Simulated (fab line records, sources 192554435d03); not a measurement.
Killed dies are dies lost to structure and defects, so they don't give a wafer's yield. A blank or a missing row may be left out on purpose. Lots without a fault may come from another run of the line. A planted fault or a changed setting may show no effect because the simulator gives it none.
Split-lot experiment | flow n5_finfet | 7 lots, 21 wafers read, on a route of 1938 steps

THE SPLIT
At N5_BEOL_M13_SPUTTER_44 (material Ta, target thk 10 nm, time 16.13 s), the setting time_s was moved away from the recipe's 16.13 s on 7 of the 21 wafers read, by +12.5% to +14.3%. The other wafers ran this setting at the recipe's value.

The reading is taken at the split's own step.

THE READING
Ta_of_BEOL_M13_SPUTTER_44.thk_nm (the simulator's own value, which no gauge read), in nm, at N5_BEOL_M13_SPUTTER_44 (material Ta, target thk 10 nm, time 16.13 s). The file gives no usual value for it. The 14 wafers here that ran the recipe average 9.9 nm, standard deviation 0.22 nm.

wafer  | tool, chamber at the split | time_s as run, s | against the recipe | Ta_of_BEOL_M13_SPUTTER_44.thk_nm, nm | against lot-mates on the recipe
L075.1 | pvd_sputter-03, -          | 18.2             | +12.8%             | 11.4                                 | +1.6
L075.5 | pvd_sputter-03, -          | 18.2             | +12.8%             | 11.4                                 | +1.6
L075.3 | pvd_sputter-03, -          | 16.13            | recipe             | 9.8                                  | -
L078.3 | pvd_sputter-02, -          | 18.43            | +14.3%             | 11.4                                 | +1.6
L078.4 | pvd_sputter-02, -          | 18.43            | +14.3%             | 11.2                                 | +1.4
L078.6 | pvd_sputter-02, -          | 16.13            | recipe             | 9.8                                  | -
L083.4 | pvd_sputter-01, -          | 16.13            | recipe             | 10                                   | -
L083.5 | pvd_sputter-01, -          | 16.13            | recipe             | 10                                   | -
L083.6 | pvd_sputter-01, -          | 16.13            | recipe             | 10                                   | -
L082.1 | pvd_sputter-01, -          | 16.13            | recipe             | 10.2                                 | -
L082.3 | pvd_sputter-01, -          | 18.27            | +13.3%             | 11.4                                 | +1.3
L082.5 | pvd_sputter-01, -          | 16.13            | recipe             | 10                                   | -
L084.1 | pvd_sputter-03, -          | 18.14            | +12.5%             | 11.2                                 | +1.4
L084.5 | pvd_sputter-03, -          | 18.14            | +12.5%             | 11.2                                 | +1.4
L084.4 | pvd_sputter-03, -          | 16.13            | recipe             | 9.8                                  | -
L087.1 | pvd_sputter-01, -          | 16.13            | recipe             | 10.4                                 | -
L087.2 | pvd_sputter-01, -          | 16.13            | recipe             | 10.2                                 | -
L087.4 | pvd_sputter-01, -          | 16.13            | recipe             | 10                                   | -
L093.1 | pvd_sputter-02, -          | 16.13            | recipe             | 9.8                                  | -
L093.4 | pvd_sputter-02, -          | 16.13            | recipe             | 9.6                                  | -
L093.5 | pvd_sputter-02, -          | 16.13            | recipe             | 9.6                                  | -

THE FIT
A straight line over all 21 wafers: Ta_of_BEOL_M13_SPUTTER_44.thk_nm changes by +0.104 nm for each +1% of time_s; r = +0.96; the points scatter about the line by 0.2 nm.
The same after taking each lot's own level away (the mean of its wafers on the recipe; 21 wafers): +0.111 nm for each +1%; r = +0.99; scatter 0.12 nm.
On that fit, the largest move of time_s shifts the reading by 1.6 nm.
The lots' own levels span 9.67 to 10.20 nm, that is 2.4 times the standard deviation above.
So the lot-to-lot level changes the slope little: the two slopes agree.
Check: with one of the wafers moved furthest among these (+14.3%) left out of the fit, the line predicts +1.58 nm for it against its lot-mates. It came out at +1.6 nm against them.

OTHER SPLITS ON THESE WAFERS
These wafers also went through other splits before the reading. Each is held against what the fit with the lots' levels taken away leaves over:
other split on the same wafers    | wafers away from the commonest value | r with Ta_of_BEOL_M13_SPUTTER_44.thk_nm (lot level and that fit taken away)
N5_BEOL_M10_COAT_60 spin_rpm      | 4                                    | +0.17
N5_BEOL_M11_ILD_DEP_00 time_s     | 11                                   | -0.04
N5_BEOL_M11_COAT_60 spin_rpm      | 4                                    | +0.01
N5_BEOL_M12_PEB_08 peb_temp_c     | 8                                    | -0.06
N5_BEOL_M12_DESCUM_15 time_s      | 11                                   | -0.23
N5_BEOL_M12_CMP_49 down_force_psi | 5                                    | -0.57

THE FILE'S OWN FIT
Ta_of_BEOL_M13_SPUTTER_44.thk_nm changes by +0.11 nm for each +1% of time_s, r = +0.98.
